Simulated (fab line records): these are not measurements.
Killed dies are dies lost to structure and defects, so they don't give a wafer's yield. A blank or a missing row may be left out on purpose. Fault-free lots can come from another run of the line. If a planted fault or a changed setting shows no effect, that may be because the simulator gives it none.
Problem report, 8D (eight disciplines) form, completed by code || flow nand_harc || the parts of the form that need people (team, actions taken, sign-off) are left out

1. THE ISSUE
At NHARC_A_CONTACT_ETCH_51, run_length_s averages 1683.2 s over 6 wafers from 2 lots, while fault-free wafers read 1841.3 s, standard deviation 0.38. So: -99 or more standard deviations from the usual mean.
The step: etches the open film in O2/COS, target depth 7000 nm, time 1820 s.
First seen on wafer L447.4, day 30 07:38, on rie_diel-11. The record has a number at this step for 36 wafers belonging to 12 lots. The rule behind "out" and "out of limits": a value lying over 4 standard deviations away from the usual mean. All remaining wafers that have a number are taken as sound.

2. WHAT THIS IS AND IS NOT
{"question": "which readings at this step", "is": "run_length_s", "is not": "drypump_motor_current_A, oes_product_au, rf_vpp_V, showerhead_plenum_p_Torr, throttle_valve_pct"}
{"question": "which lots", "is": "L447, L448", "is not": "L426, L428, L429, L430, L434, L435, L436, L437, L439, L449"}
{"question": "which wafers of those lots", "is": "all that have a number", "is not": "-"}
{"question": "read on which tools", "is": "rie_diel-11", "is not": "rie_diel-02, rie_diel-09"}
{"question": "when", "is": "from day 30 07:38", "is not": "up to then (27 sound wafers); but 3 sound wafers of L449 came after"}

3. SUSPECTS, AND WHAT RULES EACH OUT
Counting: any tool at a process step up to the reading is kept as a suspect provided that every lot that is out went through it and no sound lot did after the first of them.
- rie_diel-11 at NHARC_A_CONTACT_ETCH_48 (etches the open film in CF4, target depth 39 nm, time 65 s): kept. It ran every lot that is out, first L447 (day 30 06:47), and no sound lot after that; its last sound lot up to then is L437 (day 26 02:58).
- rie_diel-11 at NHARC_A_CONTACT_ETCH_51 (etches the open film in O2/COS, target depth 7000 nm, time 1820 s): kept. It ran every lot that is out, first L447 (day 30 07:38), and no sound lot after that; its last sound lot up to then is L437 (day 26 03:29). Out on those wafers are its own readings of run_length_s.
Remaining after the count are rie_diel-11 at NHARC_A_CONTACT_ETCH_48 and rie_diel-11 at NHARC_A_CONTACT_ETCH_51.

4. THE CAUSE (what the simulator had put in)
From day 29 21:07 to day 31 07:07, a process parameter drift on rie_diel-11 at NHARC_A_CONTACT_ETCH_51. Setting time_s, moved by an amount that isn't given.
After counting, 2 suspects remain, this tool included.

5. SEQUENCE OF EFFECTS, ordered by route
Each row: a reading whose mean over the struck wafers that have a number lies more than 3 standard deviations from the usual. Only readings whose record carries a usual standard deviation are examined. hours: median over the lots of the time between each lot's start at the first step of this table that gives one and its start at this step. sigmas: the change, counted in usual standard deviations.
{"hours": 0, "step": "NHARC_A_CONTACT_ETCH_51", "reading": "run_length_s", "usual": "1841.3 s", "on struck wafers": 1683.2, "change": -158.1, "sigmas": "-99 or more"}
It contains these process steps:
- NHARC_A_CONTACT_ETCH_51: etches the open film in O2/COS, target depth 7000 nm, time 1820 s.

6. WHAT WOULD HAVE CAUGHT IT SOONER
In this record the first reading out of limits was taken at day 30 07:38, 11 hours after the fault began at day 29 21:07.
